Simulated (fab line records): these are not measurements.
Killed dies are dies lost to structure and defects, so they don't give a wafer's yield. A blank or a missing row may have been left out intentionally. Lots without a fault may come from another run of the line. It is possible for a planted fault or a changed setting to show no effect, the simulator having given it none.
Check of tool commonality || flow n5 finfet || 28 wafers sampled across 10 lots

## WHAT PROMPTED THE OPENING
N5_BEOL_M13_THK_MEAS_01, reading M13_ILD_THK: flagged on 1 of 10 lots. No-fault wafers: 837 nm, standard deviation 9.4.
Rule: a lot gets a flag if all its wafers with a number sit over 4 standard deviations from that mean, or if no wafer of it has a number. The other lots count as sound.

{"lot": "L633", "measured": "day 10 21:52", "on": "film metro-01", "M13_ILD_THK (nm), wafer by wafer": "840 832 838", "flag": ""}
{"lot": "L636", "measured": "day 11 20:16", "on": "film metro-01", "M13_ILD_THK (nm), wafer by wafer": "818 825 831", "flag": ""}
{"lot": "L637", "measured": "day 12 12:05", "on": "film metro-02", "M13_ILD_THK (nm), wafer by wafer": "834 852 841", "flag": ""}
{"lot": "L635", "measured": "day 12 13:41", "on": "film metro-01", "M13_ILD_THK (nm), wafer by wafer": "830 845 830", "flag": ""}
{"lot": "L645", "measured": "day 14 19:05", "on": "film metro-02", "M13_ILD_THK (nm), wafer by wafer": "826 829 846", "flag": ""}
{"lot": "L649", "measured": "day 14 23:26", "on": "film metro-01", "M13_ILD_THK (nm), wafer by wafer": "837 837 846", "flag": ""}
{"lot": "L651", "measured": "day 17 04:39", "on": "film metro-01", "M13_ILD_THK (nm), wafer by wafer": 708, "flag": "FLAGGED"}
{"lot": "L652", "measured": "day 17 21:18", "on": "film metro-02", "M13_ILD_THK (nm), wafer by wafer": "834 828 850", "flag": ""}
{"lot": "L656", "measured": "day 18 03:52", "on": "film metro-01", "M13_ILD_THK (nm), wafer by wafer": "833 838 838", "flag": ""}
{"lot": "L655", "measured": "day 18 04:12", "on": "film metro-01", "M13_ILD_THK (nm), wafer by wafer": "835 859 847", "flag": ""}
The numbers of the flagged lots are 708 nm on average: -129 nm against the usual, or -14 standard deviations.

## LOT BY LOT: THE TOOL USED
Before the reading, the record contains 3 process steps out of a 1938-step route. In each cell: the tool, then ch and the chambers that the sampled wafers went through, then the start.
{"lot": "L633", "flag": "", "N5_BEOL_M12_DESCUM_33": "rie diel-03 ch 0,2,3, day 10 18:54", "N5_BEOL_M12_SPUTTER_45": "pvd sputter-03, day 10 20:40", "N5_BEOL_M13_ILD_DEP_00": "pecvd-03 ch 0,1, day 10 21:43"}
{"lot": "L636", "flag": "", "N5_BEOL_M12_DESCUM_33": "rie diel-04 ch 1,2,3, day 11 17:14", "N5_BEOL_M12_SPUTTER_45": "pvd sputter-02, day 11 19:04", "N5_BEOL_M13_ILD_DEP_00": "pecvd-01 ch 0,1, day 11 20:06"}
{"lot": "L637", "flag": "", "N5_BEOL_M12_DESCUM_33": "rie diel-04 ch 1,3, day 12 07:42", "N5_BEOL_M12_SPUTTER_45": "pvd sputter-02, day 12 10:54", "N5_BEOL_M13_ILD_DEP_00": "pecvd-03 ch 1,2, day 12 11:56"}
{"lot": "L635", "flag": "", "N5_BEOL_M12_DESCUM_33": "rie diel-04 ch 0,1, day 12 08:14", "N5_BEOL_M12_SPUTTER_45": "pvd sputter-02, day 12 12:20", "N5_BEOL_M13_ILD_DEP_00": "pecvd-04 ch 0,1, day 12 13:32"}
{"lot": "L645", "flag": "", "N5_BEOL_M12_DESCUM_33": "rie diel-03 ch 1,2,3, day 14 13:27", "N5_BEOL_M12_SPUTTER_45": "pvd sputter-01, day 14 17:28", "N5_BEOL_M13_ILD_DEP_00": "pecvd-03 ch 0,1,2, day 14 18:56"}
{"lot": "L649", "flag": "", "N5_BEOL_M12_DESCUM_33": "rie diel-01 ch 0,1,2, day 14 21:01", "N5_BEOL_M12_SPUTTER_45": "pvd sputter-02, day 14 22:14", "N5_BEOL_M13_ILD_DEP_00": "pecvd-03 ch 0,1, day 14 23:17"}
{"lot": "L651", "flag": "FLAGGED", "N5_BEOL_M12_DESCUM_33": "rie diel-01 ch 0, day 16 22:34", "N5_BEOL_M12_SPUTTER_45": "pvd sputter-03, day 17 03:28", "N5_BEOL_M13_ILD_DEP_00": "pecvd-03 ch 2, day 17 04:30"}
{"lot": "L652", "flag": "", "N5_BEOL_M12_DESCUM_33": "rie diel-03 ch 0,2,3, day 17 16:49", "N5_BEOL_M12_SPUTTER_45": "pvd sputter-02, day 17 19:44", "N5_BEOL_M13_ILD_DEP_00": "pecvd-01 ch 0,2, day 17 21:09"}
{"lot": "L656", "flag": "", "N5_BEOL_M12_DESCUM_33": "rie diel-01 ch 0,1,3, day 17 21:34", "N5_BEOL_M12_SPUTTER_45": "pvd sputter-02, day 18 02:40", "N5_BEOL_M13_ILD_DEP_00": "pecvd-01 ch 0,1, day 18 03:43"}
{"lot": "L655", "flag": "", "N5_BEOL_M12_DESCUM_33": "rie diel-03 ch 0,1, day 18 01:13", "N5_BEOL_M12_SPUTTER_45": "pvd sputter-03, day 18 02:50", "N5_BEOL_M13_ILD_DEP_00": "pecvd-04 ch 0,2, day 18 03:59"}
What these steps do:
- N5_BEOL_M12_DESCUM_33: chemistry O2, time 7.9 s.
- N5_BEOL_M12_SPUTTER_45: material Cu, target thk 80 nm, time 13.33 s.
- N5_BEOL_M13_ILD_DEP_00: deposits SiOC from DEMS/O2, target thk 837.92 nm, time 166.4 s.
- N5_BEOL_M13_THK_MEAS_01

## FLAGGED OVER TOTAL, TOOL BY TOOL (the gauges that took the reading come last)
{"step": "N5_BEOL_M12_DESCUM_33", "tool": "rie diel-01", "lots run": 3, "flagged": 1, "share of the flagged lots": "all", "sound lots run after its first flagged lot": "1 (L656)"}
{"step": "N5_BEOL_M12_DESCUM_33", "tool": "rie diel-03", "lots run": 4, "flagged": 0, "share of the flagged lots": "none", "sound lots run after its first flagged lot": "-"}
{"step": "N5_BEOL_M12_DESCUM_33", "tool": "rie diel-04", "lots run": 3, "flagged": 0, "share of the flagged lots": "none", "sound lots run after its first flagged lot": "-"}
{"step": "N5_BEOL_M12_SPUTTER_45", "tool": "pvd sputter-01", "lots run": 1, "flagged": 0, "share of the flagged lots": "none", "sound lots run after its first flagged lot": "-"}
{"step": "N5_BEOL_M12_SPUTTER_45", "tool": "pvd sputter-02", "lots run": 6, "flagged": 0, "share of the flagged lots": "none", "sound lots run after its first flagged lot": "-"}
{"step": "N5_BEOL_M12_SPUTTER_45", "tool": "pvd sputter-03", "lots run": 3, "flagged": 1, "share of the flagged lots": "all", "sound lots run after its first flagged lot": "1 (L655)"}
{"step": "N5_BEOL_M13_ILD_DEP_00", "tool": "pecvd-01", "lots run": 3, "flagged": 0, "share of the flagged lots": "none", "sound lots run after its first flagged lot": "-"}
{"step": "N5_BEOL_M13_ILD_DEP_00", "tool": "pecvd-03", "lots run": 5, "flagged": 1, "share of the flagged lots": "all", "sound lots run after its first flagged lot": 0}
{"step": "N5_BEOL_M13_ILD_DEP_00", "tool": "pecvd-04", "lots run": 2, "flagged": 0, "share of the flagged lots": "none", "sound lots run after its first flagged lot": "-"}
{"step": "N5_BEOL_M13_THK_MEAS_01", "tool": "film metro-01", "lots run": 7, "flagged": 1, "share of the flagged lots": "all", "sound lots run after its first flagged lot": "2 (L656,L655)"}
{"step": "N5_BEOL_M13_THK_MEAS_01", "tool": "film metro-02", "lots run": 3, "flagged": 0, "share of the flagged lots": "none", "sound lots run after its first flagged lot": "-"}

## WHAT THE TABLE PERMITS
4 rows of the table ran every flagged lot: rie diel-01 at N5_BEOL_M12_DESCUM_33, pvd sputter-03 at N5_BEOL_M12_SPUTTER_45, pecvd-03 at N5_BEOL_M13_ILD_DEP_00, film metro-01 at N5_BEOL_M13_THK_MEAS_01.
- rie diel-01 at N5_BEOL_M12_DESCUM_33: 1 of its 3 lots flagged. Lots that were sound ran on it after the first flagged one (L656); a persistent fault on the entire tool would not allow that.
- pvd sputter-03 at N5_BEOL_M12_SPUTTER_45: 1 of its 3 lots flagged. Lots that were sound ran on it after the first flagged one (L655); a persistent fault on the entire tool would not allow that.
- pecvd-03 at N5_BEOL_M13_ILD_DEP_00: 1 of its 5 lots flagged. Last sound lot L649 at day 14 23:17, first flagged lot L651 at day 17 04:30; a fault beginning in between fits.
- film metro-01 at N5_BEOL_M13_THK_MEAS_01: 1 of its 7 lots flagged. Lots that were sound ran on it after the first flagged one (L656, L655); a persistent fault on the entire tool would not allow that.
What remains is a single tool, pecvd-03 at N5_BEOL_M13_ILD_DEP_00.

## WHAT THE SIMULATOR HAD INSERTED
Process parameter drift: pecvd-03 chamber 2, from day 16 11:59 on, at N5_BEOL_M13_ILD_DEP_00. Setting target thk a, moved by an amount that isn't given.
Struck lots among those shown: L651. This agrees with what the rule above found.
